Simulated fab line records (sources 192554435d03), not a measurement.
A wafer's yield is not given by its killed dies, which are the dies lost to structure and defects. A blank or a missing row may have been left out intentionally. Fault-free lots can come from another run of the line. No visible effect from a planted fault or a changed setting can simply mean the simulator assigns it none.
Chamber matching | flow n5Finfet | N5_BEOL_M8_CURE_74 on uvCure-01 has 3 sister chambers
The step cures SiCOH lowk, time 240 s. 18 wafers are shown with their chamber, then 9 later ones without.

== EACH WAFER AND ITS CHAMBER ==
wafer  | chamber | wafer_temp_C_max | lampPowerPct (%)
L076.2 | 0       | 386.7            | 52.33
L076.3 | 0       | 386.2            | 52.22
L076.6 | 0       | 386.9            | 52.30
L079.1 | 0       | 385.9            | 52.37
L079.5 | 0       | 386.0            | 52.24
L079.6 | 0       | 386.4            | 52.31
L081.4 | 0       | 386.6            | 52.31
L081.5 | 0       | 386.5            | 52.30
L081.6 | 0       | 386.7            | 52.28
L086.2 | 2       | 387.3            | 52.26
L086.3 | 2       | 387.3            | 52.27
L086.5 | 2       | 386.3            | 52.34
L085.2 | 1       | 387.9            | 52.26
L085.3 | 1       | 387.6            | 52.29
L085.4 | 1       | 386.8            | 52.34
L089.3 | 2       | 387.3            | 52.24
L089.5 | 2       | 387.5            | 52.42
L089.6 | 2       | 386.6            | 52.29

SIGNATURES (means of the wafers above)
reading          | chamber 0 | chamber 1 | chamber 2 | scatter within a chamber
wafer_temp_C_max | 386.433   | 387.433   | 387.050   | 0.426
lampPowerPct     | 52.2956   | 52.2967   | 52.3033   | 0.0527
Rule: for a wafer and a chamber, the distance is found by dividing, reading by reading, the gap between the wafer's reading and the chamber's mean by the reading's scatter, squaring, summing and taking the root. If the next closest chamber is less than 2 further off than the closest, the wafer can't be placed; otherwise it belongs to the closest. How the scatter is found: for the shown wafers, subtract from each reading the mean of its chamber, square and add these, divide the total by (wafers less chambers), then take the root.

== WAFERS WITH NO CHAMBER GIVEN ==
wafer  | wafer_temp_C_max | lampPowerPct (%)
L091.2 | 385.8            | 52.26
L091.5 | 386.6            | 52.38
L091.6 | 386.1            | 52.27
L094.1 | 386.2            | 52.31
L094.2 | 386.4            | 52.34
L094.6 | 386.9            | 52.33
L095.1 | 387.9            | 52.24
L095.2 | 386.9            | 52.33
L095.4 | 387.1            | 52.46

== THE CHAMBER EACH PASSED THROUGH ==
wafer  | from the rows above          | in truth
L091.2 | can't be placed: 0 or 2      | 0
L091.5 | can't be placed: 0 or 2 or 1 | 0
L091.6 | can't be placed: 0 or 2      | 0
L094.1 | can't be placed: 0 or 2      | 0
L094.2 | can't be placed: 0 or 2 or 1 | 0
L094.6 | can't be placed: 2 or 0 or 1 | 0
L095.1 | can't be placed: 1 or 2      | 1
L095.2 | can't be placed: 2 or 0 or 1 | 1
L095.4 | can't be placed: 2 or 1 or 0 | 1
Correct placement for 0 of the 9. Can't be placed from these rows: 9 (the true chamber is among the candidates in 9). Placed wrongly: 0.
